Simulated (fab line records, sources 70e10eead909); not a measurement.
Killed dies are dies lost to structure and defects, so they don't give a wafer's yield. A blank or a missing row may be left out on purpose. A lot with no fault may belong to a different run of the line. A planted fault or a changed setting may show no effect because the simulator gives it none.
Which tool did it? / flow nand_harc / 11 lots with 33 wafers sampled at 4 steps, on a route of 1302 steps

## WHAT EACH GAUGE READ, for each wafer
NHARC_A_SGD_CUT_THK_MEAS_22: measures by ellipsometry.
lot=L306; measured=day 19 08:44; on=film_metro-02; thk_nm (nm)=148.2 150.1 149.1
lot=L308; measured=day 20 03:30; on=film_metro-01; thk_nm (nm)=148.0 149.0 148.7
lot=L310; measured=day 21 04:34; on=film_metro-02; thk_nm (nm)=148.9 147.1 148.1
lot=L312; measured=day 21 12:28; on=film_metro-02; thk_nm (nm)=149.4 148.7 149.8
lot=L314; measured=day 22 20:02; on=film_metro-01; thk_nm (nm)=148.3 149.3 149.1
lot=L323; measured=day 26 12:13; on=film_metro-02; thk_nm (nm)=148.0 148.5 147.3
lot=L324; measured=day 27 14:12; on=film_metro-01; thk_nm (nm)=147.3 148.2 146.0
lot=L329; measured=day 28 08:38; on=film_metro-01; thk_nm (nm)=148.8 146.9 147.6
lot=L328; measured=day 28 08:38; on=film_metro-01; thk_nm (nm)=147.8 147.4 147.6
lot=L327; measured=day 28 08:38; on=film_metro-02; thk_nm (nm)=146.7 149.7 146.2
lot=L326; measured=day 28 14:14; on=film_metro-02; thk_nm (nm)=148.6 148.0 148.4

NHARC_A_SLIT_CD_MEAS_09: the cd target is 300 nm.
lot=L306; measured=day 19 14:03; on=cd_sem-02; cd_nm (nm)=300.7 300.0 300.0
lot=L308; measured=day 20 09:04; on=cd_sem-02; cd_nm (nm)=300.1 300.1 300.0
lot=L310; measured=day 21 13:50; on=cd_sem-01; cd_nm (nm)=300.3 300.1 300.0
lot=L312; measured=day 21 22:39; on=cd_sem-03; cd_nm (nm)=300.1 300.4 300.2
lot=L314; measured=day 23 03:12; on=cd_sem-03; cd_nm (nm)=300.2 299.9 300.1
lot=L323; measured=day 26 17:34; on=cd_sem-03; cd_nm (nm)=312.3 311.6 311.4
lot=L324; measured=day 27 20:17; on=cd_sem-01; cd_nm (nm)=299.0 299.2 299.8
lot=L329; measured=day 28 17:03; on=cd_sem-03; cd_nm (nm)=300.3 300.5 300.9
lot=L328; measured=day 28 13:52; on=cd_sem-02; cd_nm (nm)=299.9 299.5 300.0
lot=L327; measured=day 28 14:57; on=cd_sem-03; cd_nm (nm)=299.8 300.1 299.8
lot=L326; measured=day 28 22:07; on=cd_sem-02; cd_nm (nm)=310.4 309.9 310.1

## EACH LOT AND THE TOOL THAT RAN IT (in order: tool; ch and the chambers of the sampled wafers; start)
lot=L306; NHARC_A_SGD_CUT_ETCH_59=rie_diel-13 ch 0,3, day 19 08:44 or earlier; NHARC_A_SLIT_EXPOSE_06=arfi_scanner-01 ch 0, day 19 13:55
lot=L308; NHARC_A_SGD_CUT_ETCH_59=rie_diel-10 ch 0,1,3, day 20 03:30 or earlier; NHARC_A_SLIT_EXPOSE_06=arfi_scanner-02 ch 0, day 20 08:56
lot=L310; NHARC_A_SGD_CUT_ETCH_59=rie_diel-13 ch 0,1, day 21 04:34 or earlier; NHARC_A_SLIT_EXPOSE_06=arfi_scanner-02 ch 0, day 21 13:42
lot=L312; NHARC_A_SGD_CUT_ETCH_59=rie_diel-13 ch 0,1,2, day 21 12:28 or earlier; NHARC_A_SLIT_EXPOSE_06=arfi_scanner-02 ch 0, day 21 22:31
lot=L314; NHARC_A_SGD_CUT_ETCH_59=rie_diel-13 ch 1,2, day 22 20:02 or earlier; NHARC_A_SLIT_EXPOSE_06=arfi_scanner-03 ch 0, day 23 03:04
lot=L323; NHARC_A_SGD_CUT_ETCH_59=rie_diel-10 ch 0,1,2, day 26 12:13 or earlier; NHARC_A_SLIT_EXPOSE_06=arfi_scanner-02 ch 0, day 26 17:26
lot=L324; NHARC_A_SGD_CUT_ETCH_59=rie_diel-06 ch 1,2,3, day 27 14:12 or earlier; NHARC_A_SLIT_EXPOSE_06=arfi_scanner-03 ch 0, day 27 20:08
lot=L329; NHARC_A_SGD_CUT_ETCH_59=rie_diel-13 ch 1,2, day 28 08:38 or earlier; NHARC_A_SLIT_EXPOSE_06=arfi_scanner-01 ch 0, day 28 16:55
lot=L328; NHARC_A_SGD_CUT_ETCH_59=rie_diel-06 ch 0,1,2, day 28 08:38 or earlier; NHARC_A_SLIT_EXPOSE_06=arfi_scanner-01 ch 0, day 28 13:44
lot=L327; NHARC_A_SGD_CUT_ETCH_59=rie_diel-06 ch 0,1, day 28 08:38 or earlier; NHARC_A_SLIT_EXPOSE_06=arfi_scanner-03 ch 0, day 28 14:49
lot=L326; NHARC_A_SGD_CUT_ETCH_59=rie_diel-13 ch 0,2, day 28 14:14 or earlier; NHARC_A_SLIT_EXPOSE_06=arfi_scanner-02 ch 0, day 28 21:59
- NHARC_A_SGD_CUT_ETCH_59: etches the open film in N2/H2, target depth 260 nm, time 406.25 s.
- NHARC_A_SLIT_EXPOSE_06: exposes mask SLIT.

## WHAT THE TOOLS THEMSELVES READ (means of the sampled wafers that have a number; where no wafer has one, the mark that the record gives instead)
NHARC_A_SGD_CUT_ETCH_59.
lot=L306; tool=rie_diel-13; drypump_motor_current_A (A)=5.3; oes_product_au (a.u.)=0.989; rf_vpp_V (V)=433.6; showerhead_plenum_p_Torr (Torr)=2.15; throttle_valve_pct (%)=14.175
lot=L308; tool=rie_diel-10; drypump_motor_current_A (A)=5.5; oes_product_au (a.u.)=1.012; rf_vpp_V (V)=430.3; showerhead_plenum_p_Torr (Torr)=2.04; throttle_valve_pct (%)=14.179
lot=L310; tool=rie_diel-13; drypump_motor_current_A (A)=6.1; oes_product_au (a.u.)=0.994; rf_vpp_V (V)=433.6; showerhead_plenum_p_Torr (Torr)=2.15; throttle_valve_pct (%)=14.177
lot=L312; tool=rie_diel-13; drypump_motor_current_A (A)=5.7; oes_product_au (a.u.)=1.005; rf_vpp_V (V)=432.0; showerhead_plenum_p_Torr (Torr)=2.09; throttle_valve_pct (%)=14.175
lot=L314; tool=rie_diel-13; drypump_motor_current_A (A)=5.3; oes_product_au (a.u.)=0.998; rf_vpp_V (V)=430.6; showerhead_plenum_p_Torr (Torr)=2.07; throttle_valve_pct (%)=14.166
lot=L323; tool=rie_diel-10; drypump_motor_current_A (A)=5.7; oes_product_au (a.u.)=1.005; rf_vpp_V (V)=432.1; showerhead_plenum_p_Torr (Torr)=2.11; throttle_valve_pct (%)=14.175
lot=L324; tool=rie_diel-06; drypump_motor_current_A (A)=5.6; oes_product_au (a.u.)=1.007; rf_vpp_V (V)=429.2; showerhead_plenum_p_Torr (Torr)=2.01; throttle_valve_pct (%)=14.171
lot=L329; tool=rie_diel-13; drypump_motor_current_A (A)=5.3; oes_product_au (a.u.)=1.002; rf_vpp_V (V)=431.0; showerhead_plenum_p_Torr (Torr)=2.07; throttle_valve_pct (%)=14.176
lot=L328; tool=rie_diel-06; drypump_motor_current_A (A)=5.5; oes_product_au (a.u.)=0.995; rf_vpp_V (V)=432.7; showerhead_plenum_p_Torr (Torr)=2.10; throttle_valve_pct (%)=14.171
lot=L327; tool=rie_diel-06; drypump_motor_current_A (A)=5.4; oes_product_au (a.u.)=1.001; rf_vpp_V (V)=431.9; showerhead_plenum_p_Torr (Torr)=2.09; throttle_valve_pct (%)=14.172
lot=L326; tool=rie_diel-13; drypump_motor_current_A (A)=5.3; oes_product_au (a.u.)=0.992; rf_vpp_V (V)=429.3; showerhead_plenum_p_Torr (Torr)=2.02; throttle_valve_pct (%)=14.169

NHARC_A_SLIT_EXPOSE_06.
lot=L306 tool=arfi_scanner-01 exposure_dose_mJ_cm2=60.78
lot=L308 tool=arfi_scanner-02 exposure_dose_mJ_cm2=60.80
lot=L310 tool=arfi_scanner-02 exposure_dose_mJ_cm2=60.81
lot=L312 tool=arfi_scanner-02 exposure_dose_mJ_cm2=60.83
lot=L314 tool=arfi_scanner-03 exposure_dose_mJ_cm2=60.78
lot=L323 tool=arfi_scanner-02 exposure_dose_mJ_cm2=75.85
lot=L324 tool=arfi_scanner-03 exposure_dose_mJ_cm2=60.82
lot=L329 tool=arfi_scanner-01 exposure_dose_mJ_cm2=60.80
lot=L328 tool=arfi_scanner-01 exposure_dose_mJ_cm2=60.78
lot=L327 tool=arfi_scanner-03 exposure_dose_mJ_cm2=60.77
lot=L326 tool=arfi_scanner-02 exposure_dose_mJ_cm2=72.85

## THE ANSWER, worked out from the rows above alone
Rule: what is usual is taken from the lots themselves. Put in order of their means at a reading, lots are off if they are a third of the lots or fewer, leave a main group of 4 or more, and stand apart from it by a gap of 3 or more times the standard deviation of the main group's means; of several such gaps the widest counts. The tables above print the reading to a certain number of digits; a main group whose means all agree to those digits is not used. A lot without any number at a reading at which 4 lots or more have one is off too. Any other lot the step has rows for is counted as sound. The gauges are gone through in route order, then the tools' own readings, and for those a lot's mean is taken as printed above. The first step at which some lot is off is used, and at that step the reading that is off furthest; a lot without a number counts as furthest.
Off, at NHARC_A_SLIT_CD_MEAS_09 on cd_nm: L323, L326. For the main group the mean is 300.0 nm and the standard deviation 0.32.
A tool fits if, at a process step before that reading, it ran every lot that is off, and no sound lot after the first of them. Not tried: the gauges at NHARC_A_SLIT_CD_MEAS_09; whatever is off there is also off at NHARC_A_SLIT_EXPOSE_06, on other tools, and gauge error can't account for it. With no start given for some of its lots, NHARC_A_SGD_CUT_ETCH_59 uses the hours and lot order of NHARC_A_SGD_CUT_THK_MEAS_22. One fits: arfi_scanner-02 at NHARC_A_SLIT_EXPOSE_06. Its last sound lot is L312 (day 21 22:31), its first lot that is off L323 (day 26 17:26): a fault that began between those two fits.
The tool's own readings at NHARC_A_SLIT_EXPOSE_06 bear it out: on the lots that are off they differ by more than 5 times the standard deviation of the sound lots' means. exposure_dose_mJ_cm2 reads 74.35 there against 60.80 on the sound lots.

## WHAT THE SIMULATOR HAD PUT IN
Drift in process parameters on arfi_scanner-02 at NHARC_A_SLIT_EXPOSE_06, starting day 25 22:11. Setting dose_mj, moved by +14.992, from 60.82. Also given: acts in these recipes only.
Lots struck among those shown: L323, L326. The rule above reached the same finding.
